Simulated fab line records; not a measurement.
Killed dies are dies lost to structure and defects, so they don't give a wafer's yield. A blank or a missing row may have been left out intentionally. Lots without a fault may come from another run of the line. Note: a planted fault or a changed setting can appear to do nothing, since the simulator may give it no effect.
fab line records / flow n5-finfet
record lots=6 wafers=18 last-day=20
route steps=1938 shown BEOL_M10@1514
lots untouched by any fault: they come from a run of this same line in which no faults occurred
start-h: hours from the record's opening day to when the first of the lot's shown wafers began / wait-h: hours elapsed since this lot's preceding step / " the same as in the row above / L1.1+2: a single row standing in for several wafers / - no value, or no start was given / * or withheld: withheld / < > ~ a bound
route shown NAME@n: NAME is a module with steps in the file, n the number in the route of the first one / usual: mean/standard deviation of fault-free wafers / same: alike in all rows / chamber/n: place in a boat / sites: per-site readings / _std_site: how widely they spread, as a standard deviation / _edge_site: the outer-site mean with the inner-site mean subtracted / radius-mm: for every site, how far away it sits from the centre of the wafer / mask NAME#n: copy n / behind: the tool/chamber that last shaped the wafer / hold: the reason the lot was held/the length of the hold in hours/how it ended / device: which transistor (n, p or np) failed to switch / end of line: the same wafers' tests at the end of the route / for a step that has no rows: nothing shown but its recipe / killed: dies lost to structure and defects at the first sort, not the wafer's yield / map: per-die view of a wafer (x killed, . not killed, _ where there is no die)
set.NAME: the run value of the setting; set.NAME@STEP: its run value at that earlier step / model.NAME: the simulator's own value behind a step, which no gauge read
certain route steps with their lots: each step a table, each wafer a row
services: when a tool's chamber went out of use (start-h, in hours from the record's first day, below 0 if earlier), for how many hours, and the reason
## steps
# step N5_BEOL_M10_STRIP_77
# recipe chemistry=N2/H2 time-s=10 power-w=450 temp-c=40 pressure-mtorr=20 rf-frequency-hz=6e+07 bias-power-w=7 n2-flow-sccm=200 h2-flow-sccm=200
# usual bias-power-w=7.003/0.021 drypump-motor-current-A=5.8/0.42 oes-product-au=0.82/0.1 rf-vpp-V=59.2/0.84 showerhead-plenum-p-Torr=2.54/0.053 throttle-valve-pct=23.52/0.23
lot.wafer=L782.1 tool=rie-diel-02 chamber=1 start-h=- wait-h=- bias-power-w=7.014 drypump-motor-current-A=5.7 oes-product-au=0.71 rf-hours-counter-h=208 rf-vpp-V=59.0 showerhead-plenum-p-Torr=2.52 throttle-valve-pct=23.77
lot.wafer=L782.2 tool=rie-diel-02 chamber=2 start-h=- wait-h=- bias-power-w=6.990 drypump-motor-current-A=4.9 oes-product-au=0.71 rf-hours-counter-h=198 rf-vpp-V=60.4 showerhead-plenum-p-Torr=2.52 throttle-valve-pct=24.02
lot.wafer=L782.6 tool=rie-diel-02 chamber=1 start-h=- wait-h=- bias-power-w=6.992 drypump-motor-current-A=5.7 oes-product-au=0.71 rf-hours-counter-h=- rf-vpp-V=59.5 showerhead-plenum-p-Torr=2.52 throttle-valve-pct=23.79
lot.wafer=L790.1 tool=rie-diel-04 chamber=3 start-h=- wait-h=- bias-power-w=6.971 drypump-motor-current-A=5.4 oes-product-au=0.92 rf-hours-counter-h=17 rf-vpp-V=58.8 showerhead-plenum-p-Torr=2.59 throttle-valve-pct=23.65
lot.wafer=L790.2 tool=rie-diel-04 chamber=1 start-h=- wait-h=- bias-power-w=6.997 drypump-motor-current-A=5.3 oes-product-au=0.95 rf-hours-counter-h=6 rf-vpp-V=59.1 showerhead-plenum-p-Torr=2.60 throttle-valve-pct=23.27
lot.wafer=L790.4 tool=rie-diel-04 chamber=2 start-h=- wait-h=- bias-power-w=7.024 drypump-motor-current-A=6.2 oes-product-au=0.70 rf-hours-counter-h=240 rf-vpp-V=59.4 showerhead-plenum-p-Torr=2.50 throttle-valve-pct=23.58
lot.wafer=L793.1 tool=rie-diel-05 chamber=3 start-h=- wait-h=- bias-power-w=6.991 drypump-motor-current-A=5.5 oes-product-au=0.70 rf-hours-counter-h=230 rf-vpp-V=60.3 showerhead-plenum-p-Torr=2.61 throttle-valve-pct=23.57
lot.wafer=L793.2 tool=rie-diel-05 chamber=1 start-h=- wait-h=- bias-power-w=6.986 drypump-motor-current-A=6.3 oes-product-au=0.79 rf-hours-counter-h=99 rf-vpp-V=59.4 showerhead-plenum-p-Torr=2.45 throttle-valve-pct=23.18
lot.wafer=L793.5 tool=rie-diel-05 chamber=1 start-h=- wait-h=- bias-power-w=6.990 drypump-motor-current-A=6.3 oes-product-au=0.80 rf-hours-counter-h=- rf-vpp-V=57.3 showerhead-plenum-p-Torr=2.45 throttle-valve-pct=23.19
lot.wafer=L798.1 tool=rie-diel-05 chamber=3 start-h=- wait-h=- bias-power-w=6.974 drypump-motor-current-A=5.5 oes-product-au=0.69 rf-hours-counter-h=240 rf-vpp-V=59.5 showerhead-plenum-p-Torr=2.61 throttle-valve-pct=23.58
lot.wafer=L798.3 tool=rie-diel-05 chamber=2 start-h=- wait-h=- bias-power-w=7.036 drypump-motor-current-A=5.7 oes-product-au=0.96 rf-hours-counter-h=5 rf-vpp-V=59.3 showerhead-plenum-p-Torr=2.49 throttle-valve-pct=23.11
lot.wafer=L798.6 tool=rie-diel-05 chamber=0 start-h=- wait-h=- bias-power-w=6.971 drypump-motor-current-A=6.1 oes-product-au=0.69 rf-hours-counter-h=- rf-vpp-V=58.7 showerhead-plenum-p-Torr=2.51 throttle-valve-pct=23.71
lot.wafer=L804.2 tool=rie-diel-02 chamber=0 start-h=- wait-h=- bias-power-w=7.004 drypump-motor-current-A=6.2 oes-product-au=0.76 rf-hours-counter-h=152 rf-vpp-V=59.2 showerhead-plenum-p-Torr=2.53 throttle-valve-pct=23.63
lot.wafer=L804.4 tool=rie-diel-02 chamber=2 start-h=- wait-h=- bias-power-w=6.996 drypump-motor-current-A=4.9 oes-product-au=0.67 rf-hours-counter-h=- rf-vpp-V=60.0 showerhead-plenum-p-Torr=2.50 throttle-valve-pct=24.11
lot.wafer=L804.5 tool=rie-diel-02 chamber=0 start-h=- wait-h=- bias-power-w=7.001 drypump-motor-current-A=6.2 oes-product-au=0.76 rf-hours-counter-h=- rf-vpp-V=58.2 showerhead-plenum-p-Torr=2.53 throttle-valve-pct=23.63
lot.wafer=L802.3 tool=rie-diel-04 chamber=3 start-h=- wait-h=- bias-power-w=7.017 drypump-motor-current-A=5.3 oes-product-au=0.86 rf-hours-counter-h=51 rf-vpp-V=58.7 showerhead-plenum-p-Torr=2.58 throttle-valve-pct=23.70
lot.wafer=L802.4 tool=rie-diel-04 chamber=0 start-h=- wait-h=- bias-power-w=7.010 drypump-motor-current-A=6.0 oes-product-au=0.83 rf-hours-counter-h=60 rf-vpp-V=59.0 showerhead-plenum-p-Torr=2.48 throttle-valve-pct=23.39
lot.wafer=L802.5 tool=rie-diel-04 chamber=3 start-h=- wait-h=- bias-power-w=6.983 drypump-motor-current-A=5.3 oes-product-au=0.86 rf-hours-counter-h=- rf-vpp-V=60.2 showerhead-plenum-p-Torr=2.58 throttle-valve-pct=23.69
# step N5_BEOL_M10_OCD_MEAS_38
# usual trench-depth-nm=149.4/2
lot.wafer=L782.1 tool=ocd-02 chamber=- start-h=258.25 wait-h=- trench-depth-nm=147.6
lot.wafer=L782.2 tool=ocd-02 chamber=- start-h=258.25 wait-h=- trench-depth-nm=148.9
lot.wafer=L782.6 tool=ocd-02 chamber=- start-h=258.25 wait-h=- trench-depth-nm=148.3
lot.wafer=L790.1 tool=ocd-01 chamber=- start-h=332.29 wait-h=- trench-depth-nm=152.2
lot.wafer=L790.2 tool=ocd-01 chamber=- start-h=332.29 wait-h=- trench-depth-nm=150.0
lot.wafer=L790.4 tool=ocd-01 chamber=- start-h=332.29 wait-h=- trench-depth-nm=149.3
lot.wafer=L793.1 tool=ocd-02 chamber=- start-h=347.19 wait-h=- trench-depth-nm=146.9
lot.wafer=L793.2 tool=ocd-02 chamber=- start-h=347.19 wait-h=- trench-depth-nm=150.0
lot.wafer=L793.5 tool=ocd-02 chamber=- start-h=347.19 wait-h=- trench-depth-nm=150.9
lot.wafer=L798.1 tool=ocd-01 chamber=- start-h=372.09 wait-h=- trench-depth-nm=145.9
lot.wafer=L798.3 tool=ocd-01 chamber=- start-h=372.09 wait-h=- trench-depth-nm=152.5
lot.wafer=L798.6 tool=ocd-01 chamber=- start-h=372.09 wait-h=- trench-depth-nm=149.2
lot.wafer=L804.2 tool=ocd-01 chamber=- start-h=408.87 wait-h=- trench-depth-nm=146.4
lot.wafer=L804.4 tool=ocd-01 chamber=- start-h=408.87 wait-h=- trench-depth-nm=146.5
lot.wafer=L804.5 tool=ocd-01 chamber=- start-h=408.87 wait-h=- trench-depth-nm=145.7
lot.wafer=L802.3 tool=ocd-01 chamber=- start-h=428.69 wait-h=- trench-depth-nm=150.4
lot.wafer=L802.4 tool=ocd-01 chamber=- start-h=428.69 wait-h=- trench-depth-nm=148.8
lot.wafer=L802.5 tool=ocd-01 chamber=- start-h=428.69 wait-h=- trench-depth-nm=150.1
# step N5_BEOL_M10_HM_STRIP_39
# recipe chemistry=peroxide-tin-strip material=TiN target-depth-a=250 temp-c=50 time-s=158
# step N5_BEOL_M10_SRD_40
# recipe time-s=30 temp-c=23 rinse-liquid=diw dry=ipa-marangoni
# step N5_BEOL_M10_PRECLEAN_42
# recipe chemistry=residue-remover time-s=60 temp-c=40
# step N5_BEOL_M10_SRD_43
# recipe time-s=30 temp-c=23 rinse-liquid=diw dry=ipa-marangoni
# step N5_BEOL_M10_CD_MEAS_35
# recipe target-cd-nm=70 polarity=opening
# usual cd-nm=69.9/0.52
lot.wafer=L782.1 tool=cd-sem-01 chamber=- start-h=258.41 wait-h=0.0 cd-nm=70.3
lot.wafer=L782.2 tool=cd-sem-01 chamber=- start-h=258.41 wait-h=0.0 cd-nm=70.3
lot.wafer=L782.6 tool=cd-sem-01 chamber=- start-h=258.41 wait-h=0.0 cd-nm=70.1
lot.wafer=L790.1 tool=cd-sem-01 chamber=- start-h=332.44 wait-h=0.0 cd-nm=70.4
lot.wafer=L790.2 tool=cd-sem-01 chamber=- start-h=332.44 wait-h=0.0 cd-nm=69.8
lot.wafer=L790.4 tool=cd-sem-01 chamber=- start-h=332.44 wait-h=0.0 cd-nm=69.8
lot.wafer=L793.1 tool=cd-sem-02 chamber=- start-h=347.35 wait-h=0.0 cd-nm=69.4
lot.wafer=L793.2 tool=cd-sem-02 chamber=- start-h=347.35 wait-h=0.0 cd-nm=69.9
lot.wafer=L793.5 tool=cd-sem-02 chamber=- start-h=347.35 wait-h=0.0 cd-nm=69.4
lot.wafer=L798.1 tool=cd-sem-03 chamber=- start-h=372.24 wait-h=0.0 cd-nm=70.1
lot.wafer=L798.3 tool=cd-sem-03 chamber=- start-h=372.24 wait-h=0.0 cd-nm=70.3
lot.wafer=L798.6 tool=cd-sem-03 chamber=- start-h=372.24 wait-h=0.0 cd-nm=69.8
lot.wafer=L804.2 tool=cd-sem-03 chamber=- start-h=409.02 wait-h=0.0 cd-nm=70.0
lot.wafer=L804.4 tool=cd-sem-03 chamber=- start-h=409.02 wait-h=0.0 cd-nm=69.4
lot.wafer=L804.5 tool=cd-sem-03 chamber=- start-h=409.02 wait-h=0.0 cd-nm=68.2
lot.wafer=L802.3 tool=cd-sem-03 chamber=- start-h=428.87 wait-h=0.0 cd-nm=69.8
lot.wafer=L802.4 tool=cd-sem-03 chamber=- start-h=428.87 wait-h=0.0 cd-nm=70.0
lot.wafer=L802.5 tool=cd-sem-03 chamber=- start-h=428.87 wait-h=0.0 cd-nm=69.6
# step N5_BEOL_M10_CURE_72
# recipe temp-c=370 time-s=120 ambient=DMADMS/He material=SiCOH_lowk
# step N5_BEOL_M10_DEGAS_44
# recipe ambient=vacuum temp-c=250 time-s=60
# usual heater-power-w=333/30
lot.wafer=L782.1 tool=pvd-sputter-03 chamber=- start-h=258.84 wait-h=0.3 heater-power-w=302
lot.wafer=L782.2 tool=pvd-sputter-03 chamber=- start-h=258.84 wait-h=0.3 heater-power-w=360
lot.wafer=L782.6 tool=pvd-sputter-03 chamber=- start-h=258.84 wait-h=0.3 heater-power-w=348
lot.wafer=L790.1 tool=pvd-sputter-02 chamber=- start-h=332.95 wait-h=0.3 heater-power-w=334
lot.wafer=L790.2 tool=pvd-sputter-02 chamber=- start-h=332.95 wait-h=0.3 heater-power-w=302
lot.wafer=L790.4 tool=pvd-sputter-02 chamber=- start-h=332.95 wait-h=0.3 heater-power-w=348
lot.wafer=L793.1 tool=pvd-sputter-01 chamber=- start-h=348.25 wait-h=0.8 heater-power-w=323
lot.wafer=L793.2 tool=pvd-sputter-01 chamber=- start-h=348.25 wait-h=0.8 heater-power-w=380
lot.wafer=L793.5 tool=pvd-sputter-01 chamber=- start-h=348.25 wait-h=0.8 heater-power-w=373
lot.wafer=L798.1 tool=pvd-sputter-03 chamber=- start-h=372.94 wait-h=0.6 heater-power-w=296
lot.wafer=L798.3 tool=pvd-sputter-03 chamber=- start-h=372.94 wait-h=0.6 heater-power-w=365
lot.wafer=L798.6 tool=pvd-sputter-03 chamber=- start-h=372.94 wait-h=0.6 heater-power-w=291
lot.wafer=L804.2 tool=pvd-sputter-01 chamber=- start-h=409.52 wait-h=0.4 heater-power-w=382
lot.wafer=L804.4 tool=pvd-sputter-01 chamber=- start-h=409.52 wait-h=0.4 heater-power-w=285
lot.wafer=L804.5 tool=pvd-sputter-01 chamber=- start-h=409.52 wait-h=0.4 heater-power-w=379
lot.wafer=L802.3 tool=pvd-sputter-01 chamber=- start-h=429.53 wait-h=0.5 heater-power-w=295
lot.wafer=L802.4 tool=pvd-sputter-01 chamber=- start-h=429.53 wait-h=0.5 heater-power-w=376
lot.wafer=L802.5 tool=pvd-sputter-01 chamber=- start-h=429.53 wait-h=0.5 heater-power-w=328
# step N5_BEOL_M10_PRE_CLEAN_45
# recipe gas=H2/He time-s=30 temp-c=250
# usual heater-power-w=334/31
lot.wafer=L782.1 tool=pvd-sputter-03 chamber=- start-h=258.88 wait-h=0.0 heater-power-w=300
lot.wafer=L782.2 tool=pvd-sputter-03 chamber=- start-h=258.88 wait-h=0.0 heater-power-w=360
lot.wafer=L782.6 tool=pvd-sputter-03 chamber=- start-h=258.88 wait-h=0.0 heater-power-w=351
lot.wafer=L790.1 tool=pvd-sputter-02 chamber=- start-h=332.99 wait-h=0.0 heater-power-w=332
lot.wafer=L790.2 tool=pvd-sputter-02 chamber=- start-h=332.99 wait-h=0.0 heater-power-w=318
lot.wafer=L790.4 tool=pvd-sputter-02 chamber=- start-h=332.99 wait-h=0.0 heater-power-w=344
lot.wafer=L793.1 tool=pvd-sputter-01 chamber=- start-h=348.29 wait-h=0.0 heater-power-w=331
lot.wafer=L793.2 tool=pvd-sputter-01 chamber=- start-h=348.29 wait-h=0.0 heater-power-w=377
lot.wafer=L793.5 tool=pvd-sputter-01 chamber=- start-h=348.29 wait-h=0.0 heater-power-w=381
lot.wafer=L798.1 tool=pvd-sputter-03 chamber=- start-h=372.98 wait-h=0.0 heater-power-w=299
lot.wafer=L798.3 tool=pvd-sputter-03 chamber=- start-h=372.98 wait-h=0.0 heater-power-w=368
lot.wafer=L798.6 tool=pvd-sputter-03 chamber=- start-h=372.98 wait-h=0.0 heater-power-w=294
lot.wafer=L804.2 tool=pvd-sputter-01 chamber=- start-h=409.56 wait-h=0.0 heater-power-w=369
lot.wafer=L804.4 tool=pvd-sputter-01 chamber=- start-h=409.56 wait-h=0.0 heater-power-w=299
lot.wafer=L804.5 tool=pvd-sputter-01 chamber=- start-h=409.56 wait-h=0.0 heater-power-w=368
lot.wafer=L802.3 tool=pvd-sputter-01 chamber=- start-h=429.57 wait-h=0.0 heater-power-w=296
lot.wafer=L802.4 tool=pvd-sputter-01 chamber=- start-h=429.57 wait-h=0.0 heater-power-w=378
lot.wafer=L802.5 tool=pvd-sputter-01 chamber=- start-h=429.57 wait-h=0.0 heater-power-w=326
# step N5_BEOL_M10_ALD_74
# recipe material=TaN target-thk-a=20 temp-c=275 ald-precursor-family=PDMAT ald-co-reactant=NH3 pressure-torr=3 carrier-flow-sccm=1500 pulse-time-s=2 purge-time-s=3 co-reactant-purge-time-s=2 co-reactant-pulse-time-s=3 ald-cycles=40 precursor-vessel-temp-c=75 precursor-vessel-pressure-torr=26.25 precursor-vessel-carrier-sccm=1000
# usual heater-power-w=417/31
# same pulse-time-s=2
lot.wafer=L782.1 tool=ald-metal-01 chamber=3 start-h=258.96 wait-h=0.1 heater-power-w=460
lot.wafer=L782.2 tool=ald-metal-01 chamber=1 start-h=258.96 wait-h=0.1 heater-power-w=387
lot.wafer=L782.6 tool=ald-metal-01 chamber=2 start-h=258.96 wait-h=0.1 heater-power-w=386
lot.wafer=L790.1 tool=ald-metal-01 chamber=3 start-h=333.09 wait-h=0.1 heater-power-w=449
lot.wafer=L790.2 tool=ald-metal-01 chamber=0 start-h=333.09 wait-h=0.1 heater-power-w=461
lot.wafer=L790.4 tool=ald-metal-01 chamber=2 start-h=333.09 wait-h=0.1 heater-power-w=400
lot.wafer=L793.1 tool=ald-metal-02 chamber=3 start-h=348.35 wait-h=0.0 heater-power-w=462
lot.wafer=L793.2 tool=ald-metal-02 chamber=2 start-h=348.35 wait-h=0.0 heater-power-w=411
lot.wafer=L793.5 tool=ald-metal-02 chamber=2 start-h=348.35 wait-h=0.0 heater-power-w=407
lot.wafer=L798.1 tool=ald-metal-03 chamber=3 start-h=373.27 wait-h=0.3 heater-power-w=395
lot.wafer=L798.3 tool=ald-metal-03 chamber=2 start-h=373.27 wait-h=0.3 heater-power-w=408
lot.wafer=L798.6 tool=ald-metal-03 chamber=3 start-h=373.27 wait-h=0.3 heater-power-w=392
lot.wafer=L804.2 tool=ald-metal-02 chamber=1 start-h=409.64 wait-h=0.1 heater-power-w=435
lot.wafer=L804.4 tool=ald-metal-02 chamber=0 start-h=409.64 wait-h=0.1 heater-power-w=435
lot.wafer=L804.5 tool=ald-metal-02 chamber=2 start-h=409.64 wait-h=0.1 heater-power-w=412
lot.wafer=L802.3 tool=ald-metal-03 chamber=1 start-h=429.63 wait-h=0.0 heater-power-w=370
lot.wafer=L802.4 tool=ald-metal-03 chamber=0 start-h=429.63 wait-h=0.0 heater-power-w=401
lot.wafer=L802.5 tool=ald-metal-03 chamber=0 start-h=429.63 wait-h=0.0 heater-power-w=413
# step N5_BEOL_M10_SURFACE_TREAT_76
# recipe gas=Ar time-s=* ion-energy-ev=* ion-current-ma-cm2=0.5 pressure-mtorr=* ar-flow-sccm=30
# usual throttle-valve-pct=*
lot.wafer=L782.1 tool=pvd-sputter-03 chamber=- start-h=259.24 wait-h=0.2 throttle-valve-pct=*
lot.wafer=L782.2 tool=pvd-sputter-03 chamber=- start-h=259.24 wait-h=0.2 throttle-valve-pct=*
lot.wafer=L782.6 tool=pvd-sputter-03 chamber=- start-h=259.24 wait-h=0.2 throttle-valve-pct=*
lot.wafer=L790.1 tool=pvd-sputter-03 chamber=- start-h=333.73 wait-h=0.5 throttle-valve-pct=*
lot.wafer=L790.2 tool=pvd-sputter-03 chamber=- start-h=333.73 wait-h=0.5 throttle-valve-pct=*
lot.wafer=L790.4 tool=pvd-sputter-03 chamber=- start-h=333.73 wait-h=0.5 throttle-valve-pct=*
lot.wafer=L793.1 tool=pvd-sputter-03 chamber=- start-h=350.25 wait-h=1.8 throttle-valve-pct=*
lot.wafer=L793.2 tool=pvd-sputter-03 chamber=- start-h=350.25 wait-h=1.8 throttle-valve-pct=*
lot.wafer=L793.5 tool=pvd-sputter-03 chamber=- start-h=350.25 wait-h=1.8 throttle-valve-pct=*
lot.wafer=L798.1 tool=pvd-sputter-02 chamber=- start-h=374.13 wait-h=0.7 throttle-valve-pct=*
lot.wafer=L798.3 tool=pvd-sputter-02 chamber=- start-h=374.13 wait-h=0.7 throttle-valve-pct=*
lot.wafer=L798.6 tool=pvd-sputter-02 chamber=- start-h=374.13 wait-h=0.7 throttle-valve-pct=*
lot.wafer=L804.2 tool=pvd-sputter-03 chamber=- start-h=411.62 wait-h=1.9 throttle-valve-pct=*
lot.wafer=L804.4 tool=pvd-sputter-03 chamber=- start-h=411.62 wait-h=1.9 throttle-valve-pct=*
lot.wafer=L804.5 tool=pvd-sputter-03 chamber=- start-h=411.62 wait-h=1.9 throttle-valve-pct=*
lot.wafer=L802.3 tool=pvd-sputter-02 chamber=- start-h=429.95 wait-h=0.2 throttle-valve-pct=*
lot.wafer=L802.4 tool=pvd-sputter-02 chamber=- start-h=429.95 wait-h=0.2 throttle-valve-pct=*
lot.wafer=L802.5 tool=pvd-sputter-02 chamber=- start-h=429.95 wait-h=0.2 throttle-valve-pct=*
# step N5_BEOL_M10_CVD_75
# recipe material=Co target-thk-a=20 temp-c=withheld precursor=CCTBA/H2 pressure-torr=30 time-s=138.9
# usual run-length-s=161.4/0.43
lot.wafer=L782.1 tool=cvd-co-01 chamber=1 start-h=259.31 wait-h=0.0 run-length-s=162.0
lot.wafer=L782.2 tool=cvd-co-01 chamber=0 start-h=259.31 wait-h=0.0 run-length-s=161.4
lot.wafer=L782.6 tool=cvd-co-01 chamber=2 start-h=259.31 wait-h=0.0 run-length-s=160.6
lot.wafer=L790.1 tool=cvd-co-02 chamber=2 start-h=333.79 wait-h=0.0 run-length-s=161.2
lot.wafer=L790.2 tool=cvd-co-02 chamber=0 start-h=333.79 wait-h=0.0 run-length-s=214.2
lot.wafer=L790.4 tool=cvd-co-02 chamber=2 start-h=333.79 wait-h=0.0 run-length-s=161.5
lot.wafer=L793.1 tool=cvd-co-02 chamber=0 start-h=350.34 wait-h=0.1 run-length-s=162.1
lot.wafer=L793.2 tool=cvd-co-02 chamber=2 start-h=350.34 wait-h=0.1 run-length-s=214.3
lot.wafer=L793.5 tool=cvd-co-02 chamber=2 start-h=350.34 wait-h=0.1 run-length-s=214.4
lot.wafer=L798.1 tool=cvd-co-01 chamber=2 start-h=374.42 wait-h=0.3 run-length-s=161.3
lot.wafer=L798.3 tool=cvd-co-01 chamber=1 start-h=374.42 wait-h=0.3 run-length-s=161.6
lot.wafer=L798.6 tool=cvd-co-01 chamber=1 start-h=374.42 wait-h=0.3 run-length-s=161.5
lot.wafer=L804.2 tool=cvd-co-01 chamber=1 start-h=411.91 wait-h=0.3 run-length-s=161.6
lot.wafer=L804.4 tool=cvd-co-01 chamber=0 start-h=411.91 wait-h=0.3 run-length-s=161.7
lot.wafer=L804.5 tool=cvd-co-01 chamber=1 start-h=411.91 wait-h=0.3 run-length-s=161.6
lot.wafer=L802.3 tool=cvd-co-02 chamber=1 start-h=430.01 wait-h=0.0 run-length-s=160.7
lot.wafer=L802.4 tool=cvd-co-02 chamber=1 start-h=430.01 wait-h=0.0 run-length-s=160.6
lot.wafer=L802.5 tool=cvd-co-02 chamber=2 start-h=430.01 wait-h=0.0 run-length-s=161.7
# step N5_BEOL_M10_SPUTTER_48
# recipe material=Cu target-thk-a=120 temp-c=-20 bias-v=60 power-w=26000 chamber-pressure-pa=0.13 time-s=2
## services
tool=rie-diel-02 chamber=3 start-h=237.75 hours=- kind=clean
tool=rie-diel-02 chamber=3 start-h=237.75 hours=- kind=consumable-replace:esc
tool=rie-diel-02 chamber=3 start-h=237.75 hours=- kind=consumable-replace:focus-ring
tool=ald-metal-02 chamber=- start-h=248.04 hours=8.7 kind=pm
tool=rie-diel-04 chamber=2 start-h=263.68 hours=2.8 kind=repair
tool=ald-metal-02 chamber=3 start-h=264.80 hours=3.0 kind=repair
tool=rie-diel-04 chamber=- start-h=278.67 hours=4.3 kind=pm
tool=cvd-co-02 chamber=0 start-h=299.90 hours=16.5 kind=repair
tool=ald-metal-02 chamber=- start-h=301.82 hours=2.9 kind=repair
tool=rie-diel-05 chamber=1 start-h=302.74 hours=4.3 kind=repair
tool=rie-diel-02 chamber=2 start-h=303.28 hours=3.9 kind=repair
tool=ald-metal-03 chamber=- start-h=328.65 hours=2.8 kind=pm
tool=cvd-co-02 chamber=1 start-h=333.33 hours=- kind=clean
tool=cvd-co-02 chamber=1 start-h=333.33 hours=22.0 kind=scheduled-down
tool=cvd-co-02 chamber=1 start-h=333.33 hours=22.0 kind=vent-cycle
tool=ald-metal-01 chamber=- start-h=335.40 hours=2.4 kind=repair
tool=ald-metal-03 chamber=- start-h=337.25 hours=14.0 kind=pm
tool=rie-diel-02 chamber=2 start-h=364.20 hours=19.8 kind=repair
tool=rie-diel-02 chamber=1 start-h=387.70 hours=4.1 kind=repair
tool=rie-diel-04 chamber=3 start-h=393.95 hours=5.8 kind=repair
tool=cvd-co-02 chamber=- start-h=399.16 hours=6.9 kind=pm
tool=rie-diel-04 chamber=0 start-h=402.36 hours=3.0 kind=repair
tool=pvd-sputter-03 chamber=- start-h=415.65 hours=1.7 kind=repair
tool=rie-diel-02 chamber=- start-h=419.96 hours=0.5 kind=repair
## key
first-sign step=N5_BEOL_M10_CVD_75 reading=run-length-s direction=up sigmas=99+ usual=* struck=*
effect none on later readings
met-at N5_BEOL_M10_CVD_75
struck-wafers L790.2,L793.2,L793.5
fault kind=process-parameter-drift tool=cvd-co-02 chamber=- onset-h=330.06 steps=N5_BEOL_M10_CVD_75 channel=time-s offset=* shape=step end-h=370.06 scope=struck-wafers-only acts-in=* stated=*
